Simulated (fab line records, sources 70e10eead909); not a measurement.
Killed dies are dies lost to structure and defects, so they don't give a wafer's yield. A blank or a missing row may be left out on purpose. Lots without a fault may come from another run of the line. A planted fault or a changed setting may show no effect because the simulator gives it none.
Tool commonality check | flow nand_harc | 1 lot, 2 wafers sampled

WHY IT WAS OPENED
At NHARC_END_SORT_01 the reading killed_at_array is flagged on 1 of 1 lot. Wafers without a fault read 55, standard deviation 20.
Rule: a lot is flagged when every wafer of it that has a number lies more than 4 standard deviations from that mean, or none has a number. The other lots count as sound.

lot  | measured     | on        | killed_at_array, wafer by wafer | flag
L890 | day 30 05:29 | prober-02 | 609 628                         | FLAGGED
The numbers of the flagged lots are 618 on average: +564 against the usual, or +28 standard deviations.

WHICH TOOL RAN EACH LOT
The record holds 3 process steps before the reading, out of a route of 1302 steps. In each cell: the tool, then ch and the chambers that the sampled wafers went through, then the start.
lot  | flag    | NHARC_A_SGD_CUT_ETCH_58          | NHARC_A_SGD_CUT_ETCH_59                     | NHARC_A_SGD_CUT_ETCH_16
L890 | FLAGGED | rie_diel-09 ch 0,1, day 25 03:58 | rie_diel-09 ch 1,3, day 25 04:28 or earlier | rie_diel-09 ch 1,2, day 25 04:28
What these steps do:
- NHARC_A_SGD_CUT_ETCH_58: etches the open film in CF4, target depth 39 nm, time 65 s.
- NHARC_A_SGD_CUT_ETCH_59: etches the open film in N2/H2, target depth 260 nm, time 406.25 s.
- NHARC_A_SGD_CUT_ETCH_16: etches the open film in C4F8/O2/Ar, target depth 310.5 nm, time 155.2 s.
- NHARC_END_SORT_01

FLAGGED OVER TOTAL, TOOL BY TOOL (the gauges that took the reading come last)
step                    | tool        | lots run | flagged | share of the flagged lots | sound lots run after its first flagged lot
NHARC_A_SGD_CUT_ETCH_58 | rie_diel-09 | 1        | 1       | all                       | 0
NHARC_A_SGD_CUT_ETCH_59 | rie_diel-09 | 1        | 1       | all                       | 0
NHARC_A_SGD_CUT_ETCH_16 | rie_diel-09 | 1        | 1       | all                       | 0
NHARC_END_SORT_01       | prober-02   | 1        | 1       | all                       | 0
NHARC_A_SGD_CUT_ETCH_59 gives no start for some lots, so the hours and the order of its lots are those of NHARC_A_SGD_CUT_ETCH_16.

WHAT THE TABLE ALLOWS
4 rows of the table ran every flagged lot: rie_diel-09 at NHARC_A_SGD_CUT_ETCH_58, rie_diel-09 at NHARC_A_SGD_CUT_ETCH_59, rie_diel-09 at NHARC_A_SGD_CUT_ETCH_16, prober-02 at NHARC_END_SORT_01.
- rie_diel-09 at NHARC_A_SGD_CUT_ETCH_58: 1 of its 1 lot flagged. It ran no sound lot before its first flagged lot in this sample, so the start can't be narrowed down.
- rie_diel-09 at NHARC_A_SGD_CUT_ETCH_59: 1 of its 1 lot flagged. It ran no sound lot before its first flagged lot in this sample, so the start can't be narrowed down.
- rie_diel-09 at NHARC_A_SGD_CUT_ETCH_16: 1 of its 1 lot flagged. It ran no sound lot before its first flagged lot in this sample, so the start can't be narrowed down. Its own readings lie more than 4 standard deviations out on every wafer of the flagged lots: oes_product_au.
- prober-02 at NHARC_END_SORT_01: 1 of its 1 lot flagged. It ran no sound lot before its first flagged lot in this sample, so the start can't be narrowed down.
Counting lots can't tell these 2 tools apart, because each fits a fault that began at some hour. More lots, or a look at what each step does to the wafer, might.

WHAT THE SIMULATOR HAD PUT IN
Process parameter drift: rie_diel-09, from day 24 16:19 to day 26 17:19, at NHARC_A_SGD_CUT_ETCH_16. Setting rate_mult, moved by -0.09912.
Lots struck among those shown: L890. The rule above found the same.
